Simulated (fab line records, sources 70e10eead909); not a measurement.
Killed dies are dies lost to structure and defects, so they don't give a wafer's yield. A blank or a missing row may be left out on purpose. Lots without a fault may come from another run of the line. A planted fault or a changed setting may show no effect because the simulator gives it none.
fab line records | flow nand_harc
record lots=5 wafers=14 last_day=31
route steps=1302 shown A_M1@1172 A_BONDPAD@1202 END@1302
lots that met no fault: from a run of the same line without faults
start_h: hours from the record's first day to the start of the lot's first wafer shown | wait_h: hours since the lot's step before | " the same as in the row above | L1.1+2: a row that stands for several wafers | - no value, or no start given | * or withheld: withheld | < > ~ a bound
route shown NAME@n: a module of which the file shows steps, and the number in the route of the first | usual: mean/standard deviation of fault-free wafers | same: alike in all rows | chamber/n: place in a boat | sites: the reading at each site | _std_site: their standard deviation | _edge_site: outer sites' mean less inner sites' | radius_mm: how far each site lies from the wafer's centre | mask NAME#n: copy n | behind: the tool/chamber that last shaped the wafer | hold: why the lot was held/for how many hours/how that ended | device: the transistor (n, p or np) that didn't switch | end of line: the same wafers' tests at the end of the route | a step without rows: its recipe alone | killed: dies lost to structure and defects at the first sort, not the wafer's yield | map: a wafer's dies, x killed, . not, _ none there
set.NAME: the setting as run; set.NAME@STEP: as run at that earlier step | model.NAME: the simulator's own value behind a step, which no gauge read
lots at some steps of the route; a table a step, a row a wafer
services: from which hour (start_h, from the record's first day; less than 0 if before it) a tool's chamber was out of use, for how many hours, and why
## steps
# step NHARC_A_M1_COAT_34
# recipe temp_c=200 time_s=65
# step NHARC_A_M1_COAT_03
# recipe spin_rpm=1500 resist_thk_nm=90
# step NHARC_A_M1_SOFTBAKE_04
# recipe temp_c=105 time_s=55
# step NHARC_A_M1_EBR_05
# step NHARC_A_M1_EXPOSE_06
# recipe na=1.35 target_cd_nm=120 dose_mj=75.13 mask_id=A_M1
# step NHARC_A_M1_PEB_07
# recipe peb_temp_c=100 peb_time_s=65
# step NHARC_A_M1_DEVELOP_08
# recipe develop_time_s=35 dev_temp_c=23
# step NHARC_A_M1_CD_MEAS_09
# recipe target_cd_nm=120 landing_energy_ev=500
# usual cd_nm=120.0/0.63
# columns lot.wafer tool chamber start_h wait_h cd_nm
L788.2 cd_sem-03 0 556.49 - 120.6
L788.4 " 0 " " 120.6
L788.6 " 0 " " 120.1
L796.2 cd_sem-03 0 651.70 - 120.6
L796.3 " 0 " " 120.5
L796.4 " 0 " " 121.6
L800.2 cd_sem-03 0 672.42 - 119.8
L800.4 " 0 " " 120.9
L800.6 " 0 " " 119.4
L799.3 cd_sem-01 0 673.94 - 120.0
L799.5 " 0 " " 120.1
L801.1 cd_sem-01 0 694.94 - 119.9
L801.5 " 0 " " 119.7
L801.6 " 0 " " 120.4
# step NHARC_A_M1_OVL_MEAS_10
# recipe pitch_nm=240
# usual overlay_x_nm=-0.2/0.73 overlay_y_nm=0.2/0.77
# columns lot.wafer tool chamber start_h wait_h overlay_x_nm overlay_y_nm
L788.2 overlay-01 - 556.58 - -0.7 0.1
L788.4 " - " " -1.1 0.0
L788.6 " - " " -1.2 0.4
L796.2 overlay-01 - 651.79 - -1.0 -0.2
L796.3 " - " " -1.4 0.1
L796.4 " - " " -1.1 -0.2
L800.2 overlay-02 - 672.51 - -0.4 1.6
L800.4 " - " " -0.1 1.0
L800.6 " - " " 0.1 1.1
L799.3 overlay-02 - 674.02 - 0.6 0.1
L799.5 " - " " 0.3 -0.3
L801.1 overlay-01 - 695.02 - 1.6 0.6
L801.5 " - " " 1.1 -0.1
L801.6 " - " " 1.0 -0.1
# step NHARC_A_M1_INSPECT_11
# usual raw_defect_count=91/36
# columns lot.wafer tool chamber start_h wait_h raw_defect_count
L788.2 defect_inspect-01 - 556.61 0.0 104
L788.4 " - " " 105
L788.6 " - " " 99
L796.2 defect_inspect-01 - 651.82 0.0 38
L796.3 " - " " 41
L796.4 " - " " 29
L800.2 defect_inspect-02 - 672.54 0.0 33
L800.4 " - " " 33
L800.6 " - " " 26
L799.3 defect_inspect-01 - 674.06 0.0 143
L799.5 " - " " 144
L801.1 defect_inspect-01 - 695.06 0.0 114
L801.5 " - " " 120
L801.6 " - " " 126
# step NHARC_A_M1_DESCUM_14
# recipe time_s=3 o2_flow_sccm=200 ar_flow_sccm=0 bias_power_w=0 chemistry=O2
# step NHARC_A_M1_ETCH_35
# recipe target_depth_a=400 overetch_a=120 time_s=43.94 ion_energy_ev=200 n2_flow_sccm=150 h2_flow_sccm=150 ar_flow_sccm=0 rf_w=400 bias_w=150 chemistry=N2/H2
# step NHARC_A_M1_ETCH_15
# recipe target_depth_a=1825 time_s=91.2 c4f8_flow_sccm=withheld ar_flow_sccm=400 rf_w=600 bias_w=300 chemistry=C4F8/Ar
# usual oes_product_au=0.953/0.023 rf_vpp_V=440.5/2.9
# columns lot.wafer tool chamber start_h wait_h oes_product_au rf_hours_counter_h rf_vpp_V
L788.2 rie_diel-07 0 556.85 - 0.925 5.0 443.2
L788.4 " 2 " " 0.929 4.5 444.1
L788.6 " 0 " " 0.929 - 441.6
L796.3 rie_diel-04 0 652.06 - 0.915 4.6 436.3
L796.4 " 1 " " 0.903 5.0 444.2
L796.2 " 2 " " 0.911 4.5 439.6
L800.2 rie_diel-02 3 672.79 - 0.973 3.3 437.6
L800.4 " 1 " " 0.963 3.0 438.4
L800.6 " 3 " " 0.967 - 437.1
L799.3 rie_diel-04 1 674.32 - 0.942 6.2 444.2
L799.5 " 3 " " 0.973 - 443.7
L801.1 rie_diel-07 2 695.30 - 0.967 2.0 443.6
L801.6 " 1 " " 0.951 - 437.1
L801.5 " 2 " " 0.971 - 444.5
# step NHARC_A_M1_CD_MEAS_16
# usual cd_nm=119.9/0.81
# columns lot.wafer tool chamber start_h wait_h cd_nm
L788.2 cd_sem-02 - 556.98 - 120.9
L788.4 " - " " 121.3
L788.6 " - " " 120.5
L796.2 cd_sem-01 - 652.19 - 120.5
L796.3 " - " " 121.4
L796.4 " - " " 121.3
L800.2 cd_sem-03 - 672.91 - 119.7
L800.4 " - " " 119.8
L800.6 " - " " 118.6
L799.3 cd_sem-03 - 674.43 - 120.4
L799.5 " - " " 119.7
L801.1 cd_sem-03 - 695.42 - 119.8
L801.5 " - " " 119.7
L801.6 " - " " 120.7
# step NHARC_A_M1_STRIP_18
# recipe power_w=1000 n2_flow_sccm=150 h2_flow_sccm=150 ar_flow_sccm=0 bias_w=0 chemistry=N2/H2
# usual drypump_motor_current_A=5.5/0.58 h2_flow_sccm=149.9/0.49 oes_product_au=1.000/0.011 rf_vpp_V=90.7/0.99 showerhead_plenum_p_Torr=2.02/0.086 throttle_valve_pct=14.171/0.0081
# columns lot.wafer tool chamber start_h wait_h drypump_motor_current_A h2_flow_sccm oes_product_au rf_hours_counter_h rf_vpp_V showerhead_plenum_p_Torr throttle_valve_pct
L788.4 rie_diel-02 2 557.05 0.1 5.0 150.0 1.010 6.0 91.4 2.02 14.156
L788.2 " 0 " " 6.3 150.3 1.002 5.5 91.1 2.11 14.162
L788.6 " 2 " " 5.0 150.0 1.009 - 90.5 2.02 14.168
L796.4 rie_diel-02 3 652.26 0.1 5.4 148.8 0.983 2.4 89.5 1.94 14.165
L796.2 " 0 " " 6.3 150.2 1.003 2.2 89.7 2.10 14.166
L796.3 " 2 " " 5.0 150.0 1.006 1.5 90.5 2.02 14.176
L800.2 rie_diel-07 1 672.98 0.1 5.2 149.7 0.996 0.7 89.0 1.91 14.171
L800.4 " 2 " " 5.4 149.7 0.999 0.7 91.1 2.19 14.177
L800.6 " 1 " " 5.3 149.8 0.992 - 89.8 1.91 14.157
L799.3 rie_diel-02 1 674.50 0.1 5.9 150.0 1.000 3.1 90.8 1.98 14.173
L799.5 " 1 " " 5.9 149.6 1.000 - 90.4 1.98 14.162
L801.1 rie_diel-04 1 695.58 0.2 4.8 149.3 0.979 7.4 93.0 2.18 14.170
L801.5 " 2 " " 4.7 149.5 0.985 - 90.1 1.96 14.180
L801.6 " 3 " " 4.7 149.5 0.990 - 89.3 2.11 14.176
# step NHARC_A_M1_ETCH_28
# recipe target_depth_a=300 over_etch_frac=0.3 time_s=72.99 ion_energy_ev=150 cf4_flow_sccm=50 n2_flow_sccm=100 ar_flow_sccm=150 rf_w=300 bias_w=100 chemistry=CF4/N2
# step NHARC_A_M1_STRIP_19
# recipe time_s=600 temp_c=30 chemistry=post_etch_residue_remover
# step NHARC_A_M1_DEGAS_29
# recipe temp_c=250 time_s=60
# step NHARC_A_M1_PRE_CLEAN_30
# recipe time_s=30 temp_c=280 gas=H2/He
# step NHARC_A_M1_PVD_20
# recipe target_thk_a=50 bias_v=168.6 power_w=15000 chamber_pressure_pa=0.12 time_s=8.06 substrate_temp_c=50 material=TaN
# step NHARC_A_M1_PVD_21
# recipe target_thk_a=300 chamber_pressure_pa=5 power_w=5000 substrate_temp_c=30 time_s=20.49 material=Cu
# step NHARC_A_M1_ECD_22
# recipe target_thk_a=4000 bath_temp_c=25 material=Cu
# step NHARC_A_M1_ANNEAL_31
# recipe temp_c=225 time_s=90
# step NHARC_A_M1_CMP_23
# recipe t_overpolish_s=20 target_thk_nm=154.34
# usual motor_current_A=12.0/0.79 time_to_endpoint_s=29.3/2.5
# same t_overpolish_s=20
# columns lot.wafer tool chamber start_h wait_h motor_current_A time_to_endpoint_s
L788.4 cmp-03 0 558.82 - 13.4 23.4
L788.2 " 1 " " 13.0 24.2
L788.6 " 2 " " 11.5 21.3
L796.2 cmp-04 2 654.05 - 12.1 29.2
L796.3 " 3 " " 11.2 32.2
L796.4 " 0 " " 11.1 30.3
L800.2 cmp-01 3 674.76 - 11.6 29.7
L800.4 " 0 " " 13.0 32.5
L800.6 " 2 " " 10.9 27.7
L799.3 cmp-04 1 676.30 - 11.5 29.2
L799.5 " 3 " " 11.0 26.2
L801.1 cmp-01 0 697.22 - 12.8 35.0
L801.6 " 0 " " 11.5 33.1
L801.5 " 1 " " 11.8 32.2
# step NHARC_A_M1_THK_MEAS_24
# recipe thk_meas_gauge=xrf
# usual thk_nm=154.5/1.4
# columns lot.wafer tool chamber start_h wait_h thk_nm
L788.2 film_metro-01 - 559.08 - 154.2
L788.4 " - " " 154.9
L788.6 " - " " 151.8
L796.2 film_metro-02 - 654.34 - 152.5
L796.3 " - " " 154.7
L796.4 " - " " 153.9
L800.2 film_metro-02 - 675.02 - 153.5
L800.4 " - " " 156.9
L800.6 " - " " 154.7
L799.3 film_metro-02 - 676.53 - 156.3
L799.5 " - " " 157.0
L801.1 film_metro-01 - 697.54 - 154.9
L801.5 " - " " 154.1
L801.6 " - " " 156.4
# step NHARC_A_M1_SRD_25
# step NHARC_A_M1_PRE_CLEAN_32
# recipe time_s=12 temp_c=370 rf_power_w=300 gas=NH3
# step NHARC_A_M1_DEP_33
# recipe target_thk_a=300 temp_c=370 target_thk_nm=30 pressure_torr=3 flow_sccm=200 rf_w=450 material=SiCN
# usual heater_power_w=577/50
# columns lot.wafer tool chamber start_h wait_h heater_power_w
L788.2 pecvd-01 1 559.43 0.1 494
L788.6 " 0 " " 654
L788.4 " 1 " " 481
L796.3 pecvd-03 1 654.64 0.1 562
L796.2 " 2 " " 618
L796.4 " 2 " " 624
L800.2 pecvd-02 1 675.43 0.1 470
L800.4 " 1 " " 469
L800.6 " 2 " " 586
L799.3 pecvd-02 2 677.00 0.2 603
L799.5 " 2 " " 608
L801.1 pecvd-02 0 697.84 0.1 589
L801.5 " 1 " " 526
L801.6 " 2 " " 572
# step NHARC_A_BONDPAD_DEP_00
# recipe target_thk_a=2500 temp_c=370 target_thk_nm=250 pressure_torr=3 flow_sccm=200 rf_w=450 material=SiCN
# usual heater_power_w=549/75
# columns lot.wafer tool chamber start_h wait_h heater_power_w
L788.2 pecvd-04 0 559.98 - 608
L788.4 " 0 " " 613
L788.6 " 1 " " 356
L796.2 pecvd-02 2 655.19 - 619
L796.3 " 2 " " 487
L796.4 " 0 " " 592
L800.2 pecvd-03 0 676.04 - 523
L800.4 " 0 " " 537
L800.6 " 1 " " 548
L799.3 pecvd-03 1 677.64 - 569
L799.5 " 0 " " 579
L801.1 pecvd-03 1 698.40 - 476
L801.5 " 2 " " 602
L801.6 " 0 " " 559
# step NHARC_A_BONDPAD_CMP_29
# recipe target_thk_nm=200 material=SiCN
# usual motor_current_A=12.1/0.97
# columns lot.wafer tool chamber start_h wait_h motor_current_A
L788.2 cmp-04 3 560.34 - 11.0
L788.4 " 1 " " 11.7
L788.6 " 0 " " 10.5
L796.3 cmp-01 2 655.73 0.3 10.7
L796.4 " 3 " " 11.7
L796.2 " 0 " " 12.6
L800.4 cmp-01 0 676.48 - 12.8
L800.2 " 2 " " 11.8
L800.6 " 0 " " 12.9
L799.3 cmp-04 2 677.98 - 12.2
L799.5 " 2 " " 12.3
L801.1 cmp-04 3 698.82 - 11.1
L801.5 " 2 " " 12.4
L801.6 " 3 " " 10.9
# step NHARC_A_BONDPAD_THK_MEAS_30
# recipe thk_meas_gauge=ellipsometry
# usual thk_nm=200.3/1.5
# columns lot.wafer tool chamber start_h wait_h thk_nm
L788.2 film_metro-01 - 560.59 0.2 200.1
L788.4 " - " " 200.7
L788.6 " - " " 200.8
L796.2 film_metro-01 - 655.98 0.2 202.2
L796.3 " - " " 199.9
L796.4 " - " " 200.5
L800.2 film_metro-02 - 676.70 0.2 201.0
L800.4 " - " " 203.2
L800.6 " - " " 202.6
L799.3 film_metro-01 - 678.21 0.2 201.4
L799.5 " - " " 199.2
L801.1 film_metro-02 - 699.05 0.2 201.4
L801.5 " - " " 199.7
L801.6 " - " " 197.4
# step NHARC_A_BONDPAD_SRD_31
# step NHARC_A_BONDPAD_DEHYDRATE_01
# recipe temp_c=150 time_s=120
# step NHARC_A_BONDPAD_HMDS_02
# recipe time_s=30
# step NHARC_A_BONDPAD_COAT_33
# recipe temp_c=200 time_s=65
# step NHARC_A_BONDPAD_COAT_03
# recipe spin_rpm=2000 resist_thk_nm=600
# step NHARC_A_BONDPAD_SOFTBAKE_04
# recipe temp_c=125 time_s=70
# step NHARC_A_BONDPAD_EBR_05
# step NHARC_A_BONDPAD_EXPOSE_06
# recipe na=0.55 dose_mj=36.99 mask_id=A_BPAD
# step NHARC_A_BONDPAD_PEB_07
# recipe peb_temp_c=128 peb_time_s=80
# step NHARC_END_SORT_01
# recipe temp_c=25
# usual defect_limited_yield=91.6/2.8 killed_at_array=52/18 killed_at_other=0.6/0.83 killed_at_periphery=4.3/2.8 killed_dies=57/19 killed_open=3.4/2 killed_short=2.5/1.7 sort_bin_2_pct=3.0/1.1 sort_bin_3_pct=0.6/0.41 sort_bin_4_pct=4.7/1.6 sort_n_pass=620/19 sort_rim_yield_pct=91/3.7 sort_yield_pct=91.6/2.8
# same gross_dies=677 sort_bin_5_pct[%]=0 sort_bin_6_pct[%]=0 sort_bin_7_pct[%]=0 sort_bin_8_pct[%]=0 sort_rim_n_gross=106.00
# columns lot.wafer tool chamber start_h wait_h defect_limited_yield[%] killed_at_array killed_at_other killed_at_periphery killed_dies killed_open killed_short sort_bin_2_pct[%] sort_bin_3_pct[%] sort_bin_4_pct[%] sort_n_pass sort_rim_yield_pct[%] sort_yield_pct[%]
L788.2 prober-02 0 597.02 2.8 90.7 62 0 1 63 6 2 3.0 0.7 5.6 614 91 90.7
L788.4 prober-02 0 598.63 3.4 91.3 56 0 3 59 0 6 3.5 0.9 4.3 618 92 91.3
L788.6 prober-02 0 600.24 4.0 91.4 55 1 2 58 3 2 3.1 0.7 4.7 619 91 91.4
L796.2 prober-02 0 689.02 2.8 95.9 27 0 1 28 3 3 0.9 0.4 2.8 649 91 95.9
L796.3 prober-02 0 689.82 3.1 96.9 19 0 2 21 1 0 0.6 0.1 2.4 656 94 96.9
L796.4 prober-02 0 690.62 3.4 95.9 23 0 5 28 3 6 0.6 0.4 3.1 649 91 95.9
L799.3 prober-02 0 715.88 3.1 83.8 107 0 3 110 2 1 7.4 1.3 7.5 567 75 83.8
# killed by level:class
L788.2 A_CHANNEL_HOLE_D2:chamber_film_flake=33 A_SLIT:chamber_film_flake=14 A_STAIRCASE:chamber_film_flake=3 A_BLC:geometric_particle:open=2 A_DECK1_JOINT:chamber_film_flake=2 A_ONON_D1:geometric_particle:open=1 A_CHANNEL_HOLE_D1:geometric_particle:short=1 A_ONON_D2:geometric_particle:short=1
L788.4 A_CHANNEL_HOLE_D2:chamber_film_flake=31 A_SLIT:chamber_film_flake=16 A_CONTACT:chamber_film_flake=2 P_GATE:geometric_particle:short=1 A_ONON_D1:geometric_particle:short=1 A_DECK1_JOINT:geometric_particle:short=1 A_ONON_D2:geometric_particle:short=1 A_CHANNEL_FILL_D2:geometric_particle:short=1
L788.6 A_CHANNEL_HOLE_D2:chamber_film_flake=34 A_SLIT:chamber_film_flake=15 A_STAIRCASE:chamber_film_flake=2 P_GATE:geometric_particle:short=1 A_CHANNEL_HOLE_D1:geometric_particle:short=1 A_CONTACT:geometric_particle:open=1 A_BLC:geometric_particle:open=1 STARTING-WAFER:geometric_particle:open=1
L796.2 A_CHANNEL_HOLE_D2:chamber_film_flake=9 A_CHANNEL_HOLE_D1:chamber_film_flake=4 A_STAIRCASE:chamber_film_flake=4 A_CHANNEL_FILL_D2:geometric_particle:short=2 A_CHANNEL_FILL_D1:chamber_film_flake=2 A_SLIT:chamber_film_flake=2 P_M1:geometric_particle:open=1 A_SOURCE_PLATE:geometric_particle:open=1
L796.3 A_CHANNEL_HOLE_D2:chamber_film_flake=10 A_CHANNEL_HOLE_D1:chamber_film_flake=3 A_CONTACT:chamber_film_flake=2 P_CONTACT:geometric_particle:open=1 P_ZERO_WELL:chamber_film_flake=1 A_CHANNEL_FILL_D1:chamber_film_flake=1 A_CHANNEL_FILL_D2:chamber_film_flake=1 A_SLIT:chamber_film_flake=1
L796.4 A_CHANNEL_HOLE_D2:chamber_film_flake=11 P_CONTACT:geometric_particle:open=2 A_WL_FILL:geometric_particle:short=2 A_CHANNEL_HOLE_D1:chamber_film_flake=2 A_DECK1_JOINT:chamber_film_flake=2 A_SLIT:chamber_film_flake=2 P_STI:geometric_particle:short=1 P_CONTACT:geometric_particle:short=1
L799.3 A_M1:unspecified=37 A_CHANNEL_HOLE_D1:chamber_film_flake=36 A_SLIT:chamber_film_flake=17 A_CHANNEL_HOLE_D2:chamber_film_flake=10 P_GATE:chamber_film_flake=2 A_DECK1_JOINT:chamber_film_flake=2 A_CHANNEL_FILL_D1:geometric_particle:open=1 A_CHANNEL_FILL_D1:geometric_particle:short=1
# map L799.3 (x killed, . not)
____________.____________
_________...x..._________
_______x.x..x....._______
______x.......x....______
_____x.............._____
____xxx..............____
____xxx..............____
___xxxx...............___
___xxxx...............___
__xxxxx................__
__xxxx.................__
_xxxxx.................._
_xxxxx.........x........_
_x......................_
_......................._
_......................._
.........................
............xxx.xxx......
............xx.xx.x......
.............xxxxx.......
..........x..xxxx.x......
_...........x.xxxx......_
_...........xxxxxx......_
_............x.x..x....._
_.............xxx..x...._
_......................._
__.....................__
__....xx...............__
___xx.x...............___
___xxxxx..............___
____xxxx.............____
____xxxxx....x.......____
_____xxxx..........._____
______xx...........______
_______xx........._______
_________......._________
____________.____________
# map L796.2 (x killed, . not)
____________x____________
_________......._________
_______..........._______
______.............______
_____..............._____
____x................____
____.................____
___...................___
___...................___
__.....................__
__.....................__
_.................x....._
_.......x..............._
_......................._
_......................._
_......................._
.........................
.......x.................
.........................
.......x.................
.........................
_.................x....._
_......................._
_......................._
_........x.............._
_xx.x..................._
__...............x.....__
__.....................__
___.x.................___
___xx.................___
____xx............x..____
____xxx..........x...____
_____.x.x..........._____
______.x........x..______
_______....xx....._______
_________......._________
____________.____________
## services
# columns tool chamber start_h hours kind
pecvd-03 0 537.78 21.3 repair
pecvd-02 - 542.50 0.3 repair
pecvd-02 0 547.26 2.7 repair
pecvd-03 - 547.59 13.0 pm
cmp-01 - 548.30 1.0 repair
cmp-04 - 551.71 6.4 repair
pecvd-03 - 562.38 1.0 repair
cmp-01 - 566.77 5.5 repair
cmp-04 - 567.54 0.8 repair
rie_diel-02 - 570.70 9.0 pm
rie_diel-04 2 575.17 10.0 repair
rie_diel-07 2 576.08 5.1 repair
rie_diel-04 1 577.89 2.4 repair
pecvd-02 - 589.62 13.0 pm
cmp-04 - 602.60 4.0 pm
cmp-01 - 610.11 4.0 pm
rie_diel-02 2 619.48 6.0 repair
pecvd-02 1 644.96 11.9 repair
rie_diel-07 - 648.20 9.0 pm
cmp-01 - 657.98 2.6 repair
pecvd-02 0 674.62 6.8 repair
rie_diel-02 2 675.93 8.5 repair
rie_diel-07 0 689.69 3.7 repair
cmp-01 - 698.71 3.1 repair
## key
first_sign step=NHARC_END_SORT_01 reading=killed_at_array direction=up sigmas=3 usual=52 struck=107
more_kills_born_at NHARC_A_M1_ETCH_15@rie_diel-04=37
met_at NHARC_A_M1_ETCH_15
struck_wafers L799.3
onset_between 652.06 674.32
fault kind=chamber_particle_source tool=rie_diel-04 chamber=1 onset_h=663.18 steps=NHARC_A_M1_ETCH_15 rate_per_visit_cm2=0.69918
